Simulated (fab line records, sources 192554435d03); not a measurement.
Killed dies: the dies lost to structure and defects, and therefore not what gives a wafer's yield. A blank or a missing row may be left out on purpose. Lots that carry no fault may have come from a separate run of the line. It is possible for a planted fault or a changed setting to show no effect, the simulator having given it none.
fab line records | flow n5_finfet
record: lots: 5 | wafers: 15 | last_day: 15
route steps=1938 shown STI_FIN_REVEAL@184 BEOL_M4@1111 PASSIVATION@1936
lots with no fault: from the same line, run without faults
start_h: hours from the record's first day to the start of the lot's first wafer shown | wait_h: hours since the lot's step before | " unchanged from the row above | L1.1+2: a row that stands for several wafers | - either no value or no given start | * or withheld: withheld | < > ~ a bound
route shown NAME@n: a module of which the file shows steps, and the number in the route of the first | usual: mean/standard deviation taken from wafers without a fault | same: alike in all rows | chamber/n: place in a boat | sites: readings site by site | _std_site: their standard deviation | _edge_site: mean of outer sites minus mean of inner sites | radius_mm: for every site, how far away it sits from the centre of the wafer | mask NAME#n: copy n | behind: the tool/chamber that last shaped the wafer | hold: why the lot went on hold/how many hours it stayed there/how the hold came to an end | device: names the non-switching transistor (n, p or np) | end of line: the tests these same wafers got at the end of their route | a step without rows: its recipe alone | killed: dies lost to structure and defects at the first sort, not the wafer's yield | map: a wafer's dies, marking killed ones x, the rest . and places with no die _
set.NAME: the setting that was run; set.NAME@STEP: the one run at that earlier step | model.NAME: the simulator's own value behind a step, which no gauge read
certain route steps with their lots: each step a table, each wafer a row
services: from which hour (start_h, from the record's first day; less than 0 if before it) a tool's chamber was out of use, for how many hours, and why
== steps ==
step: N5_STI_FIN_REVEAL_ALD_14
recipe: material: Si3N4 | target_thk_a: 30 | temp_c: 400 | ald_precursor_family: SiH2I2 | ald_co_reactant: N2/H2-plasma | pressure_torr: 2
usual: heater_power_w: 815/84
lot.wafer | tool       | chamber | start_h | wait_h | heater_power_w | since_wet_clean_h
L741.1    | ald_sin-01 | 2       | 27.81   | 0.0    | 866            | 217
L741.4    | "          | 3       | "       | "      | 904            | 217
L741.5    | "          | 2       | "       | "      | 871            | -
L744.1    | ald_sin-04 | 0       | 46.20   | 0.0    | 627            | 144
L744.4    | "          | 2       | "       | "      | 771            | 144
L744.5    | "          | 1       | "       | "      | 805            | -
L749.3    | ald_sin-03 | 0       | 75.43   | 0.0    | 944            | 68
L749.5    | "          | 3       | "       | "      | 753            | -
L749.6    | "          | 2       | "       | "      | 911            | -
L751.1    | ald_sin-04 | 0       | 87.00   | 0.0    | 657            | 185
L751.2    | "          | 1       | "       | "      | 814            | 185
L751.5    | "          | 1       | "       | "      | 815            | -
L754.1    | ald_sin-04 | 2       | 106.58  | 0.0    | 745            | 204
L754.2    | "          | 0       | "       | "      | 668            | 204
L754.6    | "          | 0       | "       | "      | 640            | -
step: N5_STI_FIN_REVEAL_FCVD_FILL_01
recipe: material: SiO2_flowable | target_thk_a: 3120 | temp_c: 100 | pressure_torr: 0.8 | rf_w: 2000 | time_s: 512.2
step: N5_STI_FIN_REVEAL_DENSIFY_02
recipe: temp_c: 650 | ambient: steam | time_s: 1800 | idle_temp_c: 400 | densification_p_h2o_torr: 640
step: N5_STI_FIN_REVEAL_CMP_04
recipe: stop_on: Si3N4 | t_overpolish_s: 4 | down_force_psi: 2 | platen_rpm: 54.18 | post_cmp_clean: alkaline_brush | pad_velocity_m_s: 1.078 | target_thk_nm: 131.83
step: N5_STI_FIN_REVEAL_THK_MEAS_05
usual: thk_nm: 131.8/1
lot.wafer | tool          | chamber | start_h | wait_h | thk_nm
L741.1    | film_metro-02 | -       | 33.15   | -      | 130.2
L741.4    | "             | -       | "       | "      | 131.6
L741.5    | "             | -       | "       | "      | 130.9
L744.1    | film_metro-02 | -       | 51.54   | -      | 132.4
L744.4    | "             | -       | "       | "      | 132.3
L744.5    | "             | -       | "       | "      | 131.2
L749.3    | film_metro-02 | -       | 80.81   | -      | 131.2
L749.5    | "             | -       | "       | "      | 132.5
L749.6    | "             | -       | "       | "      | 129.1
L751.1    | film_metro-02 | -       | 92.33   | -      | 133.4
L751.2    | "             | -       | "       | "      | 131.4
L751.5    | "             | -       | "       | "      | 130.3
L754.1    | film_metro-01 | -       | 111.93  | -      | 131.7
L754.2    | "             | -       | "       | "      | 131.2
L754.6    | "             | -       | "       | "      | 130.5
step: N5_STI_FIN_REVEAL_DENSIFY_30
recipe: temp_c: * | time_s: * | ambient: N2 | idle_temp_c: 600 | ramp_up_c_per_s: 150 | ramp_down_c_per_s: 60 | cool_to_c: 600
usual: lamp_power_pct: 11.54/0.057 | lamp_zone_2_pct: 11.531/0.022 | wafer_temp_C_max: *
lot.wafer | tool          | chamber | start_h | wait_h | lamp_power_pct | lamp_zone_2_pct | wafer_temp_C_max
L741.1    | rtp_anneal-01 | 0       | 33.18   | 0.0    | 11.60          | 11.519          | *
L741.4    | "             | 0       | "       | "      | 11.52          | 11.540          | *
L741.5    | "             | 0       | "       | "      | 11.50          | 11.512          | *
L744.1    | rtp_anneal-02 | 0       | 51.70   | 0.2    | 11.57          | 11.483          | *
L744.4    | "             | 0       | "       | "      | 11.53          | 11.550          | *
L744.5    | "             | 0       | "       | "      | 11.62          | 11.550          | *
L749.3    | rtp_anneal-02 | 0       | 80.90   | 0.1    | 11.45          | 11.539          | *
L749.5    | "             | 0       | "       | "      | 11.52          | 11.541          | *
L749.6    | "             | 0       | "       | "      | 11.58          | 11.540          | *
L751.1    | rtp_anneal-01 | 0       | 92.36   | 0.0    | 11.51          | 11.520          | *
L751.2    | "             | 0       | "       | "      | 11.46          | 11.537          | *
L751.5    | "             | 0       | "       | "      | 11.52          | 11.571          | *
L754.1    | rtp_anneal-01 | 0       | 111.96  | 0.0    | 11.57          | 11.504          | *
L754.2    | "             | 0       | "       | "      | 11.47          | 11.556          | *
L754.6    | "             | 0       | "       | "      | 11.53          | 11.575          | *
step: N5_STI_FIN_REVEAL_ETCHBACK_08
recipe: chemistry: C4F6/O2 | target: SiO2 | target_depth_a: 305 | time_s: 10.167 | ion_energy_ev: 250 | pressure_mtorr: 30 | source_w: 345 | bias_w: 185 | Ar_flow_sccm: 300 | C4F6_flow_sccm: 10 | O2_flow_sccm: 10
usual: drypump_motor_current_A: 5.8/0.46 | oes_product_au: 0.80/0.1 | rf_vpp_V: 669/12 | showerhead_plenum_p_Torr: 2.87/0.086 | throttle_valve_pct: 21.08/0.2
lot.wafer | tool        | chamber | start_h | wait_h | drypump_motor_current_A | oes_product_au | rf_hours_counter_h | rf_vpp_V | showerhead_plenum_p_Torr | throttle_valve_pct
L741.1    | rie_diel-04 | 3       | 33.39   | 0.2    | 6.5                     | 0.76           | 147                | 671      | 2.94                     | 21.04
L741.4    | "           | 1       | "       | "      | 5.4                     | 0.69           | 244                | 676      | 2.91                     | 21.22
L741.5    | "           | 0       | "       | "      | 5.2                     | 0.69           | -                  | 690      | 2.81                     | 20.84
L744.1    | rie_diel-02 | 2       | 52.02   | 0.3    | 6.2                     | 0.88           | 35                 | 646      | 2.99                     | 20.76
L744.4    | "           | 0       | "       | "      | 5.8                     | 0.76           | 144                | 686      | 2.74                     | 21.03
L744.5    | "           | 0       | "       | "      | 5.8                     | 0.77           | -                  | 687      | 2.74                     | 21.04
L749.3    | rie_diel-05 | 0       | 81.05   | 0.1    | 5.8                     | 0.68           | 269                | 659      | 2.79                     | 21.30
L749.5    | "           | 0       | "       | "      | 5.8                     | 0.68           | -                  | 658      | 2.79                     | 21.30
L749.6    | "           | 1       | "       | "      | 5.7                     | 0.92           | -                  | 665      | 2.79                     | 21.05
L751.1    | rie_diel-04 | 0       | 92.58   | 0.2    | 5.2                     | 0.68           | 233                | 689      | 2.80                     | 20.86
L751.2    | "           | 3       | "       | "      | 6.5                     | 0.74           | 169                | 671      | 2.93                     | 21.07
L751.5    | "           | 3       | "       | "      | 6.5                     | 0.74           | -                  | 672      | 2.93                     | 21.07
L754.1    | rie_diel-05 | 3       | 112.18  | 0.2    | 5.2                     | 0.94           | 12                 | 671      | 3.04                     | 21.07
L754.2    | "           | 0       | "       | "      | 5.8                     | 0.97           | 5                  | 660      | 2.78                     | 20.95
L754.6    | "           | 1       | "       | "      | 5.6                     | 0.89           | -                  | 664      | 2.78                     | 21.10
step: N5_STI_FIN_REVEAL_STRIP_24
recipe: chemistry: N2/H2 | time_s: 90 | power_w: 100 | temp_c: 40 | pressure_mtorr: 100 | rf_frequency_hz: 6e+07 | bias_power_w: 3 | n2_flow_sccm: 300 | h2_flow_sccm: 300
step: N5_STI_FIN_REVEAL_PRECLEAN_25
recipe: chemistry: SPM | time_s: 90 | temp_c: 120 | mix: 4:1
step: N5_STI_FIN_REVEAL_PRECLEAN_26
recipe: chemistry: SC1 | time_s: 45 | temp_c: 46 | mix: 1:2:100
step: N5_STI_FIN_REVEAL_PRECLEAN_29
recipe: chemistry: DHF | time_s: 30 | temp_c: 25 | dilution: 300:1
step: N5_STI_FIN_REVEAL_SRD_12
recipe: time_s: 30 | temp_c: 23 | rinse_liquid: diw | dry: ipa_marangoni
step: N5_STI_FIN_REVEAL_RECESS_09
recipe: chemistry: HF/NH3 | target: SiO2 | afs_cycles: 11 | target_depth_a: 425 | temp_c: 30 | sublimation_temp_c: 180 | sublimation_time_s: 60
usual: drypump_motor_current_A: 5.95/0.14
lot.wafer | tool          | chamber | start_h | wait_h | drypump_motor_current_A | model.etch.depth_nm
L741.1    | vapor_etch-02 | 1       | 33.64   | 0.0    | 5.87                    | 42.83
L741.4    | "             | 0       | "       | "      | 6.13                    | 42.83
L741.5    | "             | 0       | "       | "      | 6.12                    | 42.83
L744.1    | vapor_etch-01 | 1       | 52.29   | 0.0    | 6.05                    | 41.76
L744.4    | "             | 0       | "       | "      | 5.79                    | 41.76
L744.5    | "             | 1       | "       | "      | 6.01                    | 41.76
L749.3    | vapor_etch-02 | 0       | 81.83   | 0.6    | 6.11                    | 30.99
L749.5    | "             | 0       | "       | "      | 6.15                    | 30.99
L749.6    | "             | 1       | "       | "      | 5.88                    | 30.99
L751.1    | vapor_etch-01 | 1       | 92.84   | 0.0    | 6.00                    | 42.43
L751.2    | "             | 0       | "       | "      | 5.79                    | 42.43
L751.5    | "             | 0       | 93.90   | 1.1    | 5.80                    | 42.43
L754.1    | vapor_etch-01 | 1       | 112.44  | 0.0    | 6.04                    | 42.65
L754.2    | "             | 0       | "       | "      | 5.79                    | 42.65
L754.6    | "             | 0       | 113.50  | 1.1    | 5.81                    | 42.65
step: N5_STI_FIN_REVEAL_STRIP_16
recipe: chemistry: H3PO4 | material: SiNx | temp_c: 165 | target_depth_a: 238 | overetch_fraction: 0.4964 | dry: ipa_marangoni
step: N5_STI_FIN_REVEAL_PRECLEAN_17
recipe: chemistry: NF3:NH3 | afs_cycles: 1 | temp_c: 30 | time_s: 20 | sublimation_temp_c: 180 | sublimation_time_s: 60 | pressure_torr: 3 | rf_power_w: 30
step: N5_STI_FIN_REVEAL_ETCH_34
recipe: chemistry: H2 | mode: isotropic | material: Si | target: Si | target_depth_a: 9.7 | temp_c: 20 | pressure_mtorr: 4.5 | icp_w: 300 | bias_w: 0 | h2_flow_sccm: 7.5 | he_flow_sccm: 142.5
usual: drypump_motor_current_A: 5.6/0.39 | oes_product_au: 0.999/0.025 | throttle_valve_pct: 25.7/0.45
lot.wafer | tool      | chamber | start_h | wait_h | drypump_motor_current_A | oes_product_au | rf_hours_counter_h | throttle_valve_pct
L741.1    | rie_si-06 | 2       | 36.26   | 0.2    | 5.2                     | 1.012          | 131                | 26.2
L741.4    | "         | 0       | "       | "      | 5.7                     | 0.983          | 87                 | 25.2
L741.5    | "         | 1       | "       | "      | 5.4                     | 0.962          | -                  | 25.9
L744.1    | rie_si-06 | 0       | 54.38   | 0.2    | 5.6                     | 0.981          | 88                 | 25.2
L744.4    | "         | 2       | "       | "      | 5.2                     | 0.999          | 131                | 26.2
L744.5    | "         | 2       | "       | "      | 5.2                     | 1.006          | -                  | 26.2
L749.3    | rie_si-06 | 1       | 83.39   | 0.1    | 5.4                     | 0.976          | 193                | 25.9
L749.5    | "         | 0       | "       | "      | 5.6                     | 0.996          | -                  | 25.2
L749.6    | "         | 3       | "       | "      | 5.9                     | 1.036          | -                  | 25.6
L751.1    | rie_si-06 | 2       | 94.93   | 0.2    | 5.2                     | 1.007          | 132                | 26.2
L751.2    | "         | 3       | "       | "      | 5.9                     | 1.026          | 129                | 25.6
L751.5    | "         | 3       | "       | "      | 5.9                     | 1.026          | -                  | 25.6
L754.1    | rie_si-06 | 1       | 114.53  | 0.2    | 5.4                     | 0.968          | 193                | 25.9
L754.2    | "         | 3       | "       | "      | 5.9                     | 1.025          | 130                | 25.6
L754.6    | "         | 3       | "       | "      | 5.9                     | 1.017          | -                  | 25.6
step: N5_STI_FIN_REVEAL_OXIDATION_31
recipe: chemistry: O2_PLASMA_REMOTE | temp_c: 150 | time_s: 20 | pressure_mtorr: 1000 | source_power_w: 2000 | o2_flow_sccm: 3000
step: N5_STI_FIN_REVEAL_PRECLEAN_32
recipe: chemistry: NF3:NH3 | afs_cycles: 1 | temp_c: 30 | time_s: 20 | sublimation_temp_c: 180 | sublimation_time_s: 60 | pressure_torr: 3 | rf_power_w: 30
step: N5_STI_FIN_REVEAL_STRIP_35
recipe: chemistry: H3PO4 | material: Si3N4 | temp_c: 165 | target_depth_a: 40 | time_s: 39
step: N5_STI_FIN_REVEAL_SRD_21
recipe: dry: ipa_marangoni | time_s: 30 | temp_c: 23 | rinse_liquid: diw
step: N5_STI_FIN_REVEAL_OXIDATION_33
recipe: chemistry: O2_PLASMA_REMOTE | temp_c: 150 | time_s: 20 | pressure_mtorr: 1000 | source_power_w: 2000 | o2_flow_sccm: 3000
usual: drypump_motor_current_A: 5.8/0.56 | heater_power_w: 156/20 | o2_flow_sccm: 2999/9.5
lot.wafer | tool            | chamber | start_h | wait_h | drypump_motor_current_A | heater_power_w | o2_flow_sccm | rf_hours_counter_h
L741.1    | plasma_asher-01 | 0       | 36.68   | 0.0    | 6.2                     | 141            | 2999         | 85
L741.4    | "               | 1       | "       | "      | 4.9                     | 129            | 3000         | -
L741.5    | "               | 0       | "       | "      | 6.2                     | 147            | 2994         | -
L744.1    | plasma_asher-01 | 1       | 55.01   | 0.2    | 5.0                     | 133            | 3009         | 91
L744.4    | "               | 0       | "       | "      | 6.2                     | 152            | 3013         | -
L744.5    | "               | 0       | "       | "      | 6.2                     | 150            | 3010         | -
L749.3    | plasma_asher-02 | 0       | 83.82   | 0.0    | 5.7                     | 172            | 3024         | -
L749.5    | "               | 1       | "       | "      | 6.4                     | 182            | 3013         | -
L749.6    | "               | 0       | "       | "      | 5.7                     | 167            | 3003         | -
L751.1    | plasma_asher-01 | 1       | 95.35   | 0.0    | 5.0                     | 134            | 3010         | 101
L751.2    | "               | 0       | "       | "      | 6.2                     | 144            | 3007         | 101
L751.5    | "               | 0       | "       | "      | 6.2                     | 149            | 2993         | -
L754.1    | plasma_asher-02 | 0       | 114.96  | 0.0    | 5.7                     | 175            | 3005         | 39
L754.2    | "               | 1       | "       | "      | 6.4                     | 185            | 2983         | 39
L754.6    | "               | 0       | "       | "      | 5.7                     | 168            | 2999         | -
step: N5_STI_FIN_REVEAL_CLEAN_19
recipe: chemistry: O3/DIW | temp_c: 25 | time_s: 120 | o3_ppm: 10
step: N5_STI_FIN_REVEAL_SRD_23
recipe: dry: ipa_marangoni | time_s: 30 | temp_c: 23 | rinse_liquid: diw
step: N5_STI_FIN_REVEAL_CD_MEAS_22
recipe: target_cd_nm: 6.238 | pitch_nm: 28 | polarity: line
usual: cd_nm: 6.26/0.27
lot.wafer | tool      | chamber | start_h | wait_h | cd_nm
L741.1    | cd_sem-01 | -       | 36.84   | 0.0    | 5.92
L741.4    | "         | -       | "       | "      | 6.19
L741.5    | "         | -       | "       | "      | 6.41
L744.1    | cd_sem-01 | -       | 55.18   | 0.0    | 6.70
L744.4    | "         | -       | "       | "      | 5.77
L744.5    | "         | -       | "       | "      | 6.19
L749.3    | cd_sem-01 | -       | 83.97   | 0.0    | 6.37
L749.5    | "         | -       | "       | "      | 5.82
L749.6    | "         | -       | "       | "      | 6.20
L751.1    | cd_sem-02 | -       | 95.51   | 0.0    | 5.98
L751.2    | "         | -       | "       | "      | 6.11
L751.5    | "         | -       | "       | "      | 6.45
L754.1    | cd_sem-03 | -       | 115.12  | 0.0    | 5.70
L754.2    | "         | -       | "       | "      | 6.38
L754.6    | "         | -       | "       | "      | 6.76
step: N5_STI_FIN_REVEAL_FIN_H_MEAS_10
usual: trench_depth_nm: 52.0/0.71
lot.wafer | tool   | chamber | start_h | wait_h | trench_depth_nm
L741.1    | ocd-01 | -       | 36.87   | 0.0    | 52.1
L741.4    | "      | -       | "       | "      | 52.3
L741.5    | "      | -       | "       | "      | 51.8
L744.1    | ocd-02 | -       | 55.21   | 0.0    | 50.9
L744.4    | "      | -       | "       | "      | 51.1
L744.5    | "      | -       | "       | "      | 50.8
L749.3    | ocd-01 | -       | 84.00   | 0.0    | 40.1
L749.5    | "      | -       | "       | "      | 40.4
L749.6    | "      | -       | "       | "      | 40.5
L751.1    | ocd-02 | -       | 95.54   | 0.0    | 51.8
L751.2    | "      | -       | "       | "      | 52.4
L751.5    | "      | -       | "       | "      | 51.8
L754.1    | ocd-02 | -       | 115.15  | 0.0    | 52.7
L754.2    | "      | -       | "       | "      | 52.5
L754.6    | "      | -       | "       | "      | 52.3
step: N5_STI_FIN_REVEAL_PRECLEAN_18
recipe: chemistry: SC2 | time_s: 45 | temp_c: 35 | mix: 1:1:50
step: N5_BEOL_M4_RC_MEAS_101
usual: DIBL_N: 36.2/1.6 | DIBL_P: 36.5/1.9 | IOFF_N: 0.158/0.027 | IOFF_P: 0.21/0.038 | ION_N: 675/12 | ION_P: 464/8.9 | SS_N: 71.5/0.61 | SS_P: 73.4/0.59 | VT_N: 250.4/3 | VT_P: -250/3.6
lot.wafer | tool      | chamber | start_h | wait_h | DIBL_N[mV/V] | DIBL_P[mV/V] | IOFF_N[nA/um] | IOFF_P[nA/um] | ION_N[uA/um] | ION_P[uA/um] | SS_N[mV/dec] | SS_P[mV/dec] | VT_N[mV] | VT_P[mV]
L741.1    | prober-02 | 0       | 167.19  | 0.0    | 36.5         | 37.6         | 0.160         | 0.24          | 673          | 467          | 72.0         | 73.2         | 250.8    | -250
L741.4    | "         | 0       | "       | "      | 36.1         | 37.2         | 0.158         | 0.22          | 674          | 460          | 70.8         | 73.3         | 249.6    | -251
L741.5    | "         | 0       | "       | "      | 35.6         | 36.8         | 0.149         | 0.21          | 672          | 464          | 71.8         | 72.6         | 252.1    | -249
L744.1    | prober-01 | 0       | 185.47  | 0.0    | 39.7         | 40.1         | 0.220         | 0.28          | 676          | 464          | 72.3         | 73.8         | 245.9    | -250
L744.4    | "         | 0       | "       | "      | 35.2         | 35.6         | 0.125         | 0.19          | 649          | 455          | 71.6         | 73.3         | 255.6    | -252
L744.5    | "         | 0       | "       | "      | 37.3         | 38.5         | 0.171         | 0.24          | 670          | 461          | 71.8         | 73.8         | 247.8    | -251
L749.3    | prober-01 | 0       | 212.85  | 0.3    | 36.4         | 34.1         | 0.138         | 0.15          | 662          | 449          | 71.5         | 73.1         | 253.4    | -258
L749.5    | "         | 0       | "       | "      | 34.5         | 33.1         | 0.119         | 0.14          | 654          | 447          | 70.9         | 73.1         | 253.1    | -257
L749.6    | "         | 0       | "       | "      | 36.6         | 35.9         | 0.148         | 0.18          | 676          | 458          | 71.7         | 73.3         | 249.8    | -255
L751.1    | prober-01 | 0       | 217.14  | 0.0    | 35.5         | 36.4         | 0.158         | 0.21          | 680          | 466          | 71.2         | 73.9         | 246.9    | -249
L751.2    | "         | 0       | "       | "      | 35.6         | 35.0         | 0.150         | 0.19          | 670          | 462          | 71.5         | 73.3         | 250.5    | -250
L751.5    | "         | 0       | "       | "      | 34.7         | 35.9         | 0.143         | 0.20          | 681          | 469          | 71.5         | 73.5         | 249.4    | -252
L754.1    | prober-02 | 0       | 249.60  | 0.0    | 35.8         | 35.2         | 0.139         | 0.23          | 681          | 473          | 71.5         | 73.0         | 250.2    | -249
L754.2    | "         | 0       | "       | "      | 36.9         | 36.3         | 0.152         | 0.25          | 682          | 475          | 71.9         | 73.3         | 250.9    | -247
L754.6    | "         | 0       | "       | "      | 36.2         | 36.2         | 0.141         | 0.25          | 677          | 480          | 71.4         | 73.2         | 252.4    | -246
step: N5_PASSIVATION_PROBE_49
usual: defect_limited_yield: 91.3/1.7 | killed_at_M0_to_M3: 33/11 | killed_at_M4_up: 14/5.5 | killed_at_contacts: 13/6.5 | killed_at_front_end: 39/13 | killed_at_other: 3.4/2.9 | killed_dies: 103/20 | killed_open: 69/15 | killed_short: 32/8.1 | sort_bin_5_function: 5.1/1.1 | sort_bin_6_memory: 3.3/0.74 | sort_n_pass: 1077/20 | sort_yield_pct: 91.3/1.7
same: gross_dies: 1180 | killed_at_back_side: 0 | sort_bin_4_leakage[%]: 0 | sort_bin_8_speed[%]: 0
lot.wafer | tool      | chamber | start_h | wait_h | defect_limited_yield[%] | killed_at_M0_to_M3 | killed_at_M4_up | killed_at_contacts | killed_at_front_end | killed_at_other | killed_dies | killed_open | killed_short | sort_bin_5_function[%] | sort_bin_6_memory[%] | sort_n_pass | sort_yield_pct[%]
L754.1    | prober-01 | -       | 355.37  | 0.0    | 91.9                    | 32                 | 11              | 12                 | 38                  | 2               | 95          | 58          | 37           | 4.8                    | 2.8                  | 1085        | 91.9
L754.2    | prober-01 | -       | 355.42  | 0.1    | 92.1                    | 33                 | 3               | 15                 | 40                  | 2               | 93          | 64          | 28           | 4.5                    | 3.1                  | 1087        | 92.1
L754.6    | prober-01 | -       | 355.62  | 0.3    | 92.9                    | 23                 | 12              | 16                 | 32                  | 1               | 84          | 54          | 29           | 3.6                    | 3.2                  | 1096        | 92.9
killed by level:class
L754.1 BEOL_M2:geometric_particle:open=10 MOL_CONTACT_COAG:geometric_particle:open=9 GATE_CUT:geometric_particle:short=7 BEOL_M0_SAQP:geometric_particle:open=7 BEOL_M1:geometric_particle:open=6 FIN_SAQP:geometric_particle:open=5 BEOL_M0_SAQP:geometric_particle:short=5 FIN_SAQP:geometric_particle:short=4
L754.2 MOL_CONTACT_COAG:geometric_particle:open=12 BEOL_M0_SAQP:geometric_particle:short=11 BEOL_M2:geometric_particle:open=11 BEOL_M0_SAQP:geometric_particle:open=9 DUMMY_GATE:geometric_particle:open=6 GATE_CUT:geometric_particle:open=5 FIN_SAQP:geometric_particle:open=4 STI_FIN_REVEAL:geometric_particle:open=4
L754.6 MOL_CONTACT_COAG:geometric_particle:open=10 BEOL_M2:geometric_particle:open=10 STI_FIN_REVEAL:geometric_particle:open=8 MOL_CONTACT_COAG:geometric_particle:short=6 FIN_SAQP:geometric_particle:short=5 FIN_SAQP:geometric_particle:open=4 BEOL_M1:geometric_particle:open=4 STI_FIN_REVEAL:geometric_particle:short=3
== services ==
tool            | chamber | start_h | hours | kind
rie_diel-05     | 0       | 12.48   | 17.1  | repair
rie_diel-04     | -       | 24.01   | 0.4   | repair
ald_sin-01      | -       | 25.60   | 1.3   | repair
rie_diel-04     | 2       | 26.31   | 5.6   | repair
rie_diel-05     | 1       | 29.59   | -     | clean
rie_diel-05     | 1       | 29.59   | -     | consumable_replace:focus_ring
rie_diel-05     | 1       | 29.59   | 31.8  | scheduled_down
rie_diel-05     | 1       | 29.59   | 31.8  | vent_cycle
rtp_anneal-01   | -       | 48.52   | 4.8   | pm
plasma_asher-02 | -       | 48.95   | 15.6  | pm
rie_diel-04     | 1       | 53.22   | -     | clean
rie_diel-04     | 1       | 53.22   | -     | consumable_replace:focus_ring
rie_diel-04     | 1       | 53.22   | 22.4  | scheduled_down
rie_diel-04     | 1       | 53.22   | 22.4  | vent_cycle
rie_diel-05     | 3       | 61.42   | -     | clean
rie_diel-05     | 3       | 61.42   | -     | consumable_replace:focus_ring
rie_diel-05     | 3       | 61.42   | -     | consumable_replace:showerhead
rie_diel-02     | 3       | 63.35   | 3.5   | repair
rie_si-06       | 0       | 78.07   | 3.5   | repair
ald_sin-01      | 1       | 92.58   | 4.3   | repair
rie_diel-02     | -       | 93.56   | 0.3   | repair
rtp_anneal-02   | -       | 100.84  | 8.3   | pm
rtp_anneal-02   | -       | 112.75  | 4.5   | pm
ald_sin-04      | -       | 112.99  | 6.1   | pm
== key ==
first_sign: step: N5_STI_FIN_REVEAL_FIN_H_MEAS_10 | reading: trench_depth_nm | direction: down | sigmas: 16 | usual: 52.0 | struck: 40.3
effect none on later readings
model_effect: step: N5_STI_FIN_REVEAL_RECESS_09 | value: etch.depth_nm | without: 42.71 | struck: 30.99
met_at N5_STI_FIN_REVEAL_RECESS_09
struck_wafers L749.3,L749.5,L749.6
onset_between 33.64 81.83
also_fits N5_STI_FIN_REVEAL_ALD_14:ald_sin-03,N5_STI_FIN_REVEAL_DENSIFY_30:rtp_anneal-02
fault: kind: process_parameter_drift | tool: vapor_etch-02 | chamber: - | onset_h: 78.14 | steps: N5_STI_FIN_REVEAL_RECESS_09 | channel: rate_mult | offset: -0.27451 | shape: step | end_h: 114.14 | scope: struck_wafers_only
